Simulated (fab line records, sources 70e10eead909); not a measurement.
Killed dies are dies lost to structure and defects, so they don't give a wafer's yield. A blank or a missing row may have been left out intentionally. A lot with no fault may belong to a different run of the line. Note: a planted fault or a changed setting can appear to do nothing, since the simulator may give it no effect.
fab line records | flow nandHarc
record: lots: 5 | wafers: 15 | lastDay: 33
route steps=1302 shown A_CHANNEL_HOLE_D2@603 A_CHANNEL_FILL_D2@610 END@1302
lots untouched by any fault: they come from a run of this same line in which no faults occurred
startH: hours from the record's opening day to when the first of the lot's shown wafers began | waitH: time in hours since the lot's previous step | " as in the row above | L1.1+2: a row that stands for several wafers | - no value, or no start was given | * or withheld: withheld | < > ~ a bound
route shown NAME@n: a module of which the file shows steps, and the number in the route of the first | usual: mean/standard deviation of fault-free wafers | same: alike in all rows | chamber/n: place in a boat | sites: each site's reading | _std_site: the values' standard deviation | _edge_site: mean of outer sites minus mean of inner sites | radiusMm: how far each site lies from the wafer's centre | mask NAME#n: copy n | behind: the last tool/chamber to shape the wafer | hold: the reason the lot was held/the length of the hold in hours/how it ended | device: the n, p or np transistor that did not switch | end of line: at the end of the route, the tests of the same wafers | a step given without rows: its recipe and nothing more | killed: dies that structure and defects cost at the first sort, which is not the same as the wafer's yield | map: shows each die of a wafer: x if killed, . if not, _ if none is there
set.NAME: the setting as run; set.NAME@STEP: as run at that earlier step | model.NAME: the simulator's own value behind a step, which no gauge read
lots seen at some steps along the route; tables by step, rows by wafer
services: a tool's chamber out of use, with start hour (startH, from the record's first day; less than 0 if before it), hours out, and reason
== steps ==
step: NHARC_A_CHANNEL_HOLE_D2_ETCH_44
recipe: targetDepthA: 1400 | overetchA: 140 | timeS: 77 | ionEnergyEv: 100 | cf4FlowSccm: 80 | o2FlowSccm: 20 | arFlowSccm: 0 | rfW: 300 | biasW: 100 | chemistry: CF4/O2
usual: drypumpMotorCurrentA: 5.8/0.48 | oes_f_703_au: 1.000/0.0045 | oesProductAu: 0.995/0.011 | rfVppV: 198.3/1.3 | showerheadPlenumPTorr: 1.35/0.048 | throttleValvePct: 13.397/0.0089
lot.wafer | tool       | chamber | startH | waitH | drypumpMotorCurrentA | oes_f_703_au | oesProductAu | rfHoursCounterH | rfVppV | showerheadPlenumPTorr | throttleValvePct
L265.3    | rieDiel-05 | 0       | 308.31 | 0.1   | 5.2                  | 0.996        | 1.001        | 3.9             | 197.1  | 1.26                  | 13.408
L265.1    | "          | 1       | "      | "     | 6.3                  | 0.997        | 0.974        | 4.0             | 199.5  | 1.35                  | 13.399
L265.4    | "          | 2       | "      | "     | 5.7                  | 0.993        | 0.996        | 3.8             | 199.1  | 1.38                  | 13.388
L283.3    | rieDiel-05 | 0       | 486.40 | 0.1   | 5.3                  | 1.000        | 1.013        | 2.5             | 196.7  | 1.26                  | 13.392
L283.1    | "          | 2       | "      | "     | 5.7                  | 1.009        | 1.003        | 4.0             | 199.6  | 1.38                  | 13.390
L283.6    | "          | 3       | "      | "     | 6.3                  | 0.995        | 1.009        | -               | 197.5  | 1.31                  | 13.398
L284.1    | rieDiel-09 | 2       | 506.79 | 0.1   | 5.1                  | 1.002        | 0.979        | 0.0             | 196.6  | 1.34                  | 13.386
L284.2    | "          | 3       | "      | "     | 6.3                  | 0.994        | 1.003        | 0.0             | 199.1  | 1.38                  | 13.390
L284.3    | "          | 0       | "      | "     | 5.7                  | 1.002        | 0.988        | 0.0             | 198.8  | 1.43                  | 13.396
L286.2    | rieDiel-05 | 0       | 519.78 | 0.1   | 5.2                  | 0.994        | 1.007        | 4.3             | 196.2  | 1.26                  | 13.390
L286.1    | "          | 1       | "      | "     | 6.3                  | 0.998        | 0.977        | 5.4             | 198.6  | 1.34                  | 13.387
L286.3    | "          | 2       | "      | "     | 5.7                  | 0.998        | 0.995        | 6.1             | 200.2  | 1.38                  | 13.411
L287.2    | rieDiel-09 | 0       | 536.66 | 0.1   | 5.7                  | 0.994        | 0.995        | 0.7             | 200.5  | 1.43                  | 13.411
L287.1    | "          | 1       | "      | "     | 5.4                  | 1.007        | 0.993        | 0.7             | 200.2  | 1.41                  | 13.387
L287.6    | "          | 1       | "      | "     | 5.4                  | 0.997        | 1.005        | -               | 200.2  | 1.41                  | 13.395
step: NHARC_A_CHANNEL_HOLE_D2_STRIP_28
recipe: o2FlowSccm: 500 | arFlowSccm: 0 | biasW: 0 | chemistry: O2
usual: drypumpMotorCurrentA: 5.8/0.48 | oesProductAu: 0.995/0.01 | rfVppV: 57.8/0.83 | showerheadPlenumPTorr: 3.57/0.12 | throttleValvePct: 17.037/0.0088
lot.wafer | tool       | chamber | startH | waitH | drypumpMotorCurrentA | oesProductAu | rfHoursCounterH | rfVppV | showerheadPlenumPTorr | throttleValvePct
L265.4    | rieDiel-05 | 0       | -      | -     | 5.3                  | 1.013        | 4.0             | 57.5   | 3.33                  | 17.043
L265.3    | "          | 2       | "      | "     | 5.7                  | 0.995        | 3.8             | 56.8   | 3.64                  | 17.042
L265.1    | "          | 3       | "      | "     | 6.3                  | 1.004        | 2.7             | 58.3   | 3.47                  | 17.041
L283.1    | rieDiel-05 | 0       | -      | -     | 5.3                  | 1.007        | 2.6             | 57.7   | 3.33                  | 17.026
L283.3    | "          | 2       | "      | "     | 5.8                  | 0.993        | 4.1             | 57.2   | 3.64                  | 17.042
L283.6    | "          | 0       | "      | "     | 5.3                  | 1.005        | -               | 57.5   | 3.33                  | 17.039
L284.3    | rieDiel-09 | 1       | -      | -     | 5.4                  | 1.005        | 0.0             | 58.4   | 3.73                  | 17.038
L284.1    | "          | 2       | "      | "     | 5.1                  | 0.980        | 0.1             | 57.5   | 3.53                  | 17.035
L284.2    | "          | 3       | "      | "     | 6.3                  | 1.008        | 0.1             | 58.5   | 3.65                  | 17.039
L286.3    | rieDiel-05 | 0       | -      | -     | 5.3                  | 1.017        | 4.4             | 57.9   | 3.33                  | 17.056
L286.2    | "          | 1       | "      | "     | 6.3                  | 0.979        | 5.5             | 57.0   | 3.55                  | 17.031
L286.1    | "          | 2       | "      | "     | 5.7                  | 0.989        | 6.2             | 57.6   | 3.64                  | 17.032
L287.2    | rieDiel-09 | 1       | -      | -     | 5.4                  | 1.008        | 0.8             | 57.5   | 3.73                  | 17.051
L287.1    | "          | 3       | "      | "     | 6.3                  | 1.008        | 0.6             | 58.5   | 3.65                  | 17.033
L287.6    | "          | 0       | "      | "     | 5.7                  | 1.002        | -               | 58.2   | 3.78                  | 17.019
step: NHARC_A_CHANNEL_HOLE_D2_PRECLEAN_29
recipe: timeS: * | tempC: 50 | bathAgeMin: 0 | chemistry: SC1
step: NHARC_A_CHANNEL_HOLE_D2_SRD_30
step: NHARC_A_CHANNEL_HOLE_D2_CD_MEAS_31
usual: cdNm: 89.9/1.9
lot.wafer | tool     | chamber | startH | waitH | cdNm
L265.1    | cdSem-03 | -       | 309.10 | -     | 90.4
L265.3    | "        | -       | "      | "     | 91.3
L265.4    | "        | -       | "      | "     | 91.8
L283.1    | cdSem-01 | -       | 487.19 | -     | 85.9
L283.3    | "        | -       | "      | "     | 90.7
L283.6    | "        | -       | "      | "     | 87.1
L284.1    | cdSem-03 | -       | 507.59 | -     | 91.5
L284.2    | "        | -       | "      | "     | 89.7
L284.3    | "        | -       | "      | "     | 90.6
L286.1    | cdSem-01 | -       | 520.71 | -     | 87.9
L286.2    | "        | -       | "      | "     | 92.5
L286.3    | "        | -       | "      | "     | 87.9
L287.1    | cdSem-03 | -       | 537.56 | -     | 88.0
L287.2    | "        | -       | "      | "     | 93.1
L287.6    | "        | -       | "      | "     | 88.4
step: NHARC_A_CHANNEL_HOLE_D2_XSEM_32
recipe: landingEnergyEv: 35000
usual: botCdNm: 74.5/2 | bowNm: 8.64/0.28 | tiltDeg: 0.09/0.043
lot.wafer | tool    | chamber | startH | waitH | botCdNm | bowNm | tiltDeg
L265.1    | xsem-01 | 0       | 309.19 | 0.1   | 74.4    | 8.82  | 0.12
L265.3    | "       | 0       | "      | "     | 75.8    | 8.79  | 0.12
L265.4    | "       | 0       | "      | "     | 74.9    | 8.84  | 0.12
L283.1    | xsem-01 | 0       | 487.27 | 0.1   | 70.3    | 8.75  | 0.08
L283.3    | "       | 0       | "      | "     | 75.1    | 8.68  | 0.08
L283.6    | "       | 0       | "      | "     | 71.7    | 8.70  | 0.08
L284.1    | xsem-01 | 0       | 507.68 | 0.1   | 76.2    | 8.20  | 0.15
L284.2    | "       | 0       | "      | "     | 74.1    | 8.28  | 0.15
L284.3    | "       | 0       | "      | "     | 74.7    | 8.21  | 0.15
L286.1    | xsem-02 | 0       | 520.80 | 0.1   | 73.5    | 8.67  | 0.14
L286.2    | "       | 0       | "      | "     | 77.1    | 8.74  | 0.14
L286.3    | "       | 0       | "      | "     | 73.0    | 8.70  | 0.14
L287.1    | xsem-01 | 0       | 537.65 | 0.1   | 72.8    | 8.52  | 0.04
L287.2    | "       | 0       | "      | "     | 77.9    | 8.38  | 0.04
L287.6    | "       | 0       | "      | "     | 72.9    | 8.50  | 0.04
step: NHARC_A_CHANNEL_HOLE_D2_INSPECT_40
usual: rawDefectCount: 276/77
lot.wafer | tool             | chamber | startH | waitH | rawDefectCount
L265.1    | defectInspect-02 | -       | 309.29 | -     | 180
L265.3    | "                | -       | "      | "     | 197
L265.4    | "                | -       | "      | "     | 195
L283.1    | defectInspect-02 | -       | 487.37 | -     | 238
L283.3    | "                | -       | "      | "     | 300
L283.6    | "                | -       | "      | "     | 370
L284.1    | defectInspect-01 | -       | 507.77 | -     | 375
L284.2    | "                | -       | "      | "     | 183
L284.3    | "                | -       | "      | "     | 247
L286.1    | defectInspect-02 | -       | 520.90 | -     | 208
L286.2    | "                | -       | "      | "     | 212
L286.3    | "                | -       | "      | "     | 185
L287.1    | defectInspect-01 | -       | 537.74 | -     | 288
L287.2    | "                | -       | "      | "     | 203
L287.6    | "                | -       | "      | "     | 237
step: NHARC_A_CHANNEL_FILL_D2_PRECLEAN_00
recipe: timeS: * | tempC: 50 | bathAgeMin: 0 | chemistry: SC1
step: NHARC_A_CHANNEL_FILL_D2_SRD_01
step: NHARC_A_CHANNEL_FILL_D2_ALD_02
recipe: targetThkA: 60 | pulseTimeS: 10 | aldCycles: 60 | tempC: 300 | material: SiO2
step: NHARC_A_CHANNEL_FILL_D2_ALD_03
recipe: targetThkA: 60 | pulseTimeS: 60 | aldCycles: 58 | tempC: 630 | pressureTorr: 2 | material: SiNx
usual: precursorPulseHeightRel: 0.997/0.019 | susceptorTempC: 629.90/0.27
lot.wafer | tool           | chamber | startH | waitH | precursorPulseHeightRel | susceptorTempC
L265.1    | aldSinBatch-03 | 0       | -      | -     | 0.984                   | 629.75
L265.3    | "              | 0       | "      | "     | 0.981                   | 629.82
L265.4    | "              | 0       | "      | "     | 0.995                   | 629.89
L283.1    | aldSinBatch-01 | 0       | -      | -     | 1.039                   | 629.93
L283.3    | "              | 0       | "      | "     | 0.976                   | 629.87
L283.6    | "              | 0       | "      | "     | 1.004                   | 630.06
L284.1    | aldSinBatch-02 | 0       | -      | -     | 1.006                   | -
L284.2    | "              | 0       | "      | "     | 0.988                   | -
L284.3    | "              | 0       | "      | "     | 0.994                   | -
L286.1    | aldSinBatch-03 | 0       | -      | -     | 0.994                   | 629.61
L286.2    | "              | 0       | "      | "     | 0.972                   | 629.64
L286.3    | "              | 0       | "      | "     | 0.977                   | 629.55
L287.1    | aldSinBatch-01 | 0       | -      | -     | 0.973                   | 629.78
L287.2    | "              | 0       | "      | "     | 1.015                   | 629.70
L287.6    | "              | 0       | "      | "     | 0.994                   | 630.00
step: NHARC_A_CHANNEL_FILL_D2_ALD_14
recipe: targetThkA: 25 | pulseTimeS: 10 | aldCycles: 25 | tempC: 300 | material: SiO2
usual: heaterPowerW: 472/44 | precursorPulseHeightRel: 0.998/0.02 | susceptorTempC: 299.98/0.18
lot.wafer | tool     | chamber | startH | waitH | heaterPowerW | precursorPulseHeightRel | susceptorTempC
L265.1    | aldHk-02 | 0       | 316.53 | 0.0   | 419          | 1.031                   | -
L265.3    | "        | 2       | "      | "     | 405          | 1.026                   | -
L265.4    | "        | 3       | "      | "     | 497          | 1.001                   | -
L283.3    | aldHk-01 | 3       | 496.83 | 0.0   | 491          | 0.997                   | 300.14
L283.1    | "        | 0       | "      | "     | 481          | 1.034                   | 300.01
L283.6    | "        | 0       | "      | "     | 471          | 1.017                   | 299.88
L284.1    | aldHk-02 | 3       | 513.76 | 0.0   | 458          | 0.975                   | 300.01
L284.2    | "        | 0       | "      | "     | 449          | 0.990                   | 300.12
L284.3    | "        | 1       | "      | "     | 502          | 1.005                   | 299.80
L286.2    | aldHk-01 | 1       | 528.15 | 0.1   | 506          | 0.984                   | 300.07
L286.1    | "        | 3       | "      | "     | 507          | 0.969                   | 300.04
L286.3    | "        | 0       | "      | "     | 475          | 1.006                   | 299.79
L287.2    | aldHk-02 | 2       | 545.02 | 0.0   | 411          | 0.990                   | 300.13
L287.1    | "        | 0       | "      | "     | 436          | 1.001                   | 299.86
L287.6    | "        | 2       | "      | "     | 410          | 0.987                   | 300.17
step: NHARC_A_CHANNEL_FILL_D2_ALD_15
recipe: targetThkA: 20 | pulseTimeS: 60 | aldCycles: 19 | tempC: 630 | pressureTorr: 2 | material: SiNx
usual: precursorPulseHeightRel: 1.000/0.02 | susceptorTempC: 630.13/0.26
lot.wafer | tool           | chamber | startH | waitH | precursorPulseHeightRel | susceptorTempC
L265.1    | aldSinBatch-02 | 0       | 319.65 | -     | 1.016                   | 604.52
L265.3    | "              | 0       | "      | "     | 0.999                   | 605.03
L265.4    | "              | 0       | "      | "     | 0.992                   | 605.09
L283.1    | aldSinBatch-02 | 0       | 499.96 | -     | 1.015                   | 630.39
L283.3    | "              | 0       | "      | "     | 0.997                   | 630.19
L283.6    | "              | 0       | "      | "     | 0.999                   | 630.61
L284.1    | aldSinBatch-03 | 0       | 516.88 | -     | 1.018                   | -
L284.2    | "              | 0       | "      | "     | 0.986                   | -
L284.3    | "              | 0       | "      | "     | 1.009                   | -
L286.1    | aldSinBatch-03 | 0       | 531.28 | -     | 1.004                   | -
L286.2    | "              | 0       | "      | "     | 1.012                   | -
L286.3    | "              | 0       | "      | "     | 0.992                   | -
L287.1    | aldSinBatch-03 | 0       | 548.14 | -     | 0.987                   | -
L287.2    | "              | 0       | "      | "     | 0.995                   | -
L287.6    | "              | 0       | "      | "     | 1.006                   | -
step: NHARC_A_CHANNEL_FILL_D2_ALD_16
recipe: targetThkA: 15 | pulseTimeS: 10 | aldCycles: 15 | tempC: 300 | material: SiO2
step: NHARC_END_SORT_01
recipe: tempC: 25
usual: killedAtArray: 59/21 | killedAtOther: 0.8/1.1 | killedAtPeriphery: 4.1/2.8 | killedDies: 64/20 | killedOpen: 3.1/1.7 | killedShort: 2.4/1.6
same: grossDies: 677
lot.wafer | tool      | chamber | startH | waitH | killedAtArray | killedAtOther | killedAtPeriphery | killedDies | killedOpen | killedShort
L283.1    | prober-01 | 0       | 761.32 | 2.5   | 79            | 2             | 0                 | 81         | 3          | 3
L283.3    | prober-01 | 0       | 762.91 | 3.1   | 59            | 0             | 2                 | 61         | 1          | 3
L283.6    | prober-01 | 0       | 765.29 | 4.0   | 85            | 0             | 2                 | 87         | 3          | 2
killed by level:class
L283.1 A_CHANNEL_HOLE_D1:chamberFilmFlake=31 A_SLIT:chamberFilmFlake=31 A_CONTACT:chamberFilmFlake=6 A_STAIRCASE:chamberFilmFlake=4 A_ONON_D1:geometricParticle:short=1 A_ONON_D2:geometricParticle:short=1 A_CHANNEL_FILL_D2:geometricParticle:short=1 A_CONTACT:geometricParticle:open=1
L283.3 A_SLIT:chamberFilmFlake=25 A_CHANNEL_HOLE_D1:chamberFilmFlake=19 A_CONTACT:chamberFilmFlake=6 A_STAIRCASE:chamberFilmFlake=4 A_ONON_D2:geometricParticle:short=2 A_CHANNEL_FILL_D1:chamberFilmFlake=2 P_M0:geometricParticle:short=1 A_BLC:geometricParticle:open=1
L283.6 A_SLIT:chamberFilmFlake=38 A_CHANNEL_HOLE_D1:chamberFilmFlake=29 A_STAIRCASE:chamberFilmFlake=7 A_CONTACT:chamberFilmFlake=6 A_CHANNEL_FILL_D2:geometricParticle:open=3 P_M0:geometricParticle:short=1 A_M1:geometricParticle:short=1 P_GATE:chamberFilmFlake=1
== services ==
tool           | chamber | startH | hours | kind
aldHk-01       | -       | 296.45 | 10.0  | pm
rieDiel-09     | -       | 320.10 | 9.0   | pm
aldSinBatch-01 | -       | 323.61 | 10.6  | repair
aldHk-02       | -       | 348.27 | 10.0  | pm
xsem-01        | -       | 374.00 | 14.0  | pm
rieDiel-09     | 2       | 391.55 | 5.6   | repair
aldSinBatch-02 | -       | 400.22 | 12.8  | repair
rieDiel-05     | -       | 406.60 | 9.0   | pm
rieDiel-09     | 1       | 414.16 | 1.9   | repair
rieDiel-09     | 1       | 418.83 | 4.9   | repair
rieDiel-05     | 2       | 430.25 | 1.6   | repair
rieDiel-09     | 2       | 432.64 | 15.0  | repair
rieDiel-05     | 0       | 440.43 | 9.0   | repair
aldSinBatch-02 | -       | 444.62 | 1.3   | repair
aldSinBatch-02 | -       | 451.65 | 17.8  | repair
rieDiel-05     | 2       | 457.02 | 8.6   | repair
aldHk-01       | -       | 474.45 | 10.0  | pm
rieDiel-09     | -       | 497.11 | 9.0   | pm
aldSinBatch-01 | -       | 506.08 | 26.0  | pm
rieDiel-05     | 3       | 519.12 | 15.0  | repair
aldHk-02       | -       | 528.68 | 10.0  | pm
rieDiel-09     | 2       | 533.51 | 3.5   | repair
rieDiel-05     | 1       | 536.55 | 6.2   | repair
rieDiel-05     | 0       | 542.34 | 9.6   | repair
== key ==
firstSign: step: NHARC_A_CHANNEL_FILL_D2_ALD_15 | reading: susceptorTempC | direction: down | sigmas: 96 | usual: * | struck: *
effect none on later readings
metAt NHARC_A_CHANNEL_FILL_D2_ALD_15
struckWafers L265.1,L265.3,L265.4
testerLeftOut L265
fault: kind: processParameterDrift | tool: aldSinBatch-02 | chamber: - | onsetH: 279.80 | steps: NHARC_A_CHANNEL_FILL_D1_ALD_03,NHARC_A_CHANNEL_FILL_D1_ALD_15,NHARC_A_CHANNEL_FILL_D2_ALD_03,NHARC_A_CHANNEL_FILL_D2_ALD_15 | channel: tempC | offset: * | shape: step | endH: 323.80 | stated: *
testerLeftOut: of these lots the tester's yield and bins aren't shown, on N5 and GAA mostly nor the transistor test; their killed dies are dies lost to structure and defects alone, not to doping, threshold or leakage, so they don't give the yield
